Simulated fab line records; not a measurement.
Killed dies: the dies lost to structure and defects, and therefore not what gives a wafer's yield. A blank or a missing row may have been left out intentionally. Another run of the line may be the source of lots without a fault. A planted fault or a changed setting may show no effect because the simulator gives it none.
Split-lot trial | flow n5_finfet | 39 wafers read from 7 lots, route of 1938 steps

== ON THE SPLIT ==
At N5_BEOL_M15_TRENCH_ETCH_34 (etches SiO2 in C4F8/O2/Ar, target depth 872.93 nm, time 199 s), the setting time_s was moved away from the recipe's 199 s on 12 of the 39 wafers read, by -46.3% to +21.6%. All remaining wafers had this setting at the recipe value.

== FROM THE SPLIT TO THE READING: what the file shows between them, 7 steps ==
- N5_BEOL_M15_STRIP_36: strips in O2
- N5_BEOL_M15_ECD_47: material Cu, target thk 1860 nm
- N5_BEOL_M15_ANNEAL_48: time 90 s
- N5_BEOL_M15_CMP_49: polishes, stops on SiO2, t overpolish 4.9 s, target thk 850 nm
- N5_BEOL_M15_THK_MEAS_50: measures by xrf
- N5_BEOL_M15_PRE_CLEAN_52: time 15 s
- N5_BEOL_M15_DEP_53: deposits SiCN from 3MS/NH3, target thk 50 nm, time 17.8 s

== THE READING ==
M15_RS, in ohm/sq, at N5_BEOL_M15_RS_MEAS_54 (measures by four-point-probe). A value of 0.0216 ohm/sq with a standard deviation of 0.00042 ohm/sq is what fault-free wafers of this fab line usually give.

wafer  | tool, chamber at the split | time_s as run, s | against the recipe | M15_RS, ohm/sq | against lot-mates on the recipe
L076.1 | rie_diel-02, 2             | 106.8            | -46.3%             | 0.0411         | +0.0193
L076.2 | rie_diel-02, 1             | 199              | recipe             | 0.0228         | -
L076.3 | rie_diel-02, 3             | 199              | recipe             | 0.0213         | -
L076.4 | rie_diel-02, 2             | 106.8            | -46.3%             | 0.0411         | +0.0193
L076.5 | rie_diel-02, 1             | 106.8            | -46.3%             | 0.0436         | +0.0218
L076.6 | rie_diel-02, 3             | 199              | recipe             | 0.0212         | -
L080.1 | rie_diel-03, 0             | 199              | recipe             | 0.0214         | -
L080.2 | rie_diel-03, 3             | 199              | recipe             | 0.0217         | -
L080.3 | rie_diel-03, 2             | 199              | recipe             | 0.0219         | -
L080.4 | rie_diel-03, 1             | 199              | recipe             | 0.0210         | -
L080.5 | rie_diel-03, 1             | 199              | recipe             | 0.0213         | -
L080.6 | rie_diel-03, 0             | 199              | recipe             | 0.0213         | -
L081.1 | rie_diel-04, 2             | 239.9            | +20.6%             | 0.0184         | -0.0033
L081.2 | rie_diel-04, 1             | 199              | recipe             | 0.0217         | -
L081.3 | rie_diel-04, 3             | 239.9            | +20.6%             | 0.0177         | -0.0040
L081.4 | rie_diel-04, 3             | 199              | recipe             | 0.0215         | -
L081.5 | rie_diel-04, 2             | 239.9            | +20.6%             | 0.0183         | -0.0034
L081.6 | rie_diel-04, 1             | 199              | recipe             | 0.0219         | -
L087.2 | rie_diel-02, 2             | 199              | recipe             | 0.0211         | -
L087.3 | rie_diel-02, 0             | 199              | recipe             | 0.0216         | -
L087.5 | rie_diel-02, 1             | 199              | recipe             | 0.0214         | -
L089.1 | rie_diel-03, 3             | 167.6            | -15.8%             | 0.0262         | +0.0048
L089.2 | rie_diel-03, 0             | 167.6            | -15.8%             | 0.0258         | +0.0044
L089.3 | rie_diel-03, 2             | 199              | recipe             | 0.0208         | -
L089.4 | rie_diel-03, 1             | 199              | recipe             | 0.0215         | -
L089.5 | rie_diel-03, 0             | 167.6            | -15.8%             | 0.0257         | +0.0043
L089.6 | rie_diel-03, 3             | 199              | recipe             | 0.0219         | -
L094.1 | rie_diel-02, 2             | 199              | recipe             | 0.0216         | -
L094.2 | rie_diel-02, 1             | 241.9            | +21.6%             | 0.0176         | -0.0039
L094.3 | rie_diel-02, 0             | 241.9            | +21.6%             | 0.0180         | -0.0035
L094.4 | rie_diel-02, 3             | 199              | recipe             | 0.0214         | -
L094.5 | rie_diel-02, 1             | 241.9            | +21.6%             | 0.0175         | -0.0040
L094.6 | rie_diel-02, 2             | 199              | recipe             | 0.0215         | -
L095.1 | rie_diel-03, 3             | 199              | recipe             | 0.0217         | -
L095.2 | rie_diel-03, 1             | 199              | recipe             | 0.0213         | -
L095.3 | rie_diel-03, 0             | 199              | recipe             | 0.0214         | -
L095.4 | rie_diel-03, 2             | 199              | recipe             | 0.0208         | -
L095.5 | rie_diel-03, 2             | 199              | recipe             | 0.0207         | -
L095.6 | rie_diel-03, 1             | 199              | recipe             | 0.0215         | -

FIT RESULTS
A straight line over all 39 wafers: M15_RS changes by -0.000351 ohm/sq for each +1% of time_s; r = -0.95; the points scatter about the line by 0.0019 ohm/sq.
The same after taking each lot's own level away (the mean of its wafers on the recipe; 39 wafers): -0.000349 ohm/sq for each +1%; r = -0.95; scatter 0.0018 ohm/sq.
Per that fit: largest time_s move, reading shift of 0.016 ohm/sq.
The lots' own levels span 0.02123 to 0.02177 ohm/sq, that is 1.3 times the standard deviation above.
The two slopes are in agreement: the lot-to-lot level therefore moves the slope only a little.
Check: for one of the wafers moved furthest among these (-46.3%), held out of the fit, the line's prediction against its lot-mates is +0.0162 ohm/sq. It came out at +0.0193 ohm/sq against them.

== THE WHOLE CHAIN: every reading that the file lists as answering this split, in the file's order ==
step                       | what it does                                                   | reading                                                                          | change (the file's fit)               | r (the file's)
N5_BEOL_M15_TRENCH_ETCH_34 | etches SiO2 in C4F8/O2/Ar, target depth 872.93 nm, time 199 s  | etch.depth_nm (the simulator's own value, which no gauge read)                   | +8.57 nm for each +1% of the setting  | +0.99
N5_BEOL_M15_TRENCH_ETCH_34 | etches SiO2 in C4F8/O2/Ar, target depth 872.93 nm, time 199 s  | coat_of_BEOL_M15_COAT_22.thk_nm (the simulator's own value, which no gauge read) | -1.68 nm for each +1% of the setting  | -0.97
N5_BEOL_M15_CMP_49         | polishes, stops on SiO2, t overpolish 4.9 s, target thk 850 nm | Cu_of_BEOL_M15_ECD_47.thk_nm (the simulator's own value, which no gauge read)    | +8.56 nm for each +1% of the setting  | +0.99
N5_BEOL_M15_THK_MEAS_50    | measures by xrf                                                | M15_THK                                                                          | +8.64 for each +1% of the setting     | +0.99
N5_BEOL_M15_RS_MEAS_54     | measures by four-point-probe                                   | M15_RS                                                                           | -0.000354 for each +1% of the setting | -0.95

== FILE'S OWN FIT ==
M15_RS changes by -0.000354 ohm/sq for each +1% of time_s, r = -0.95.
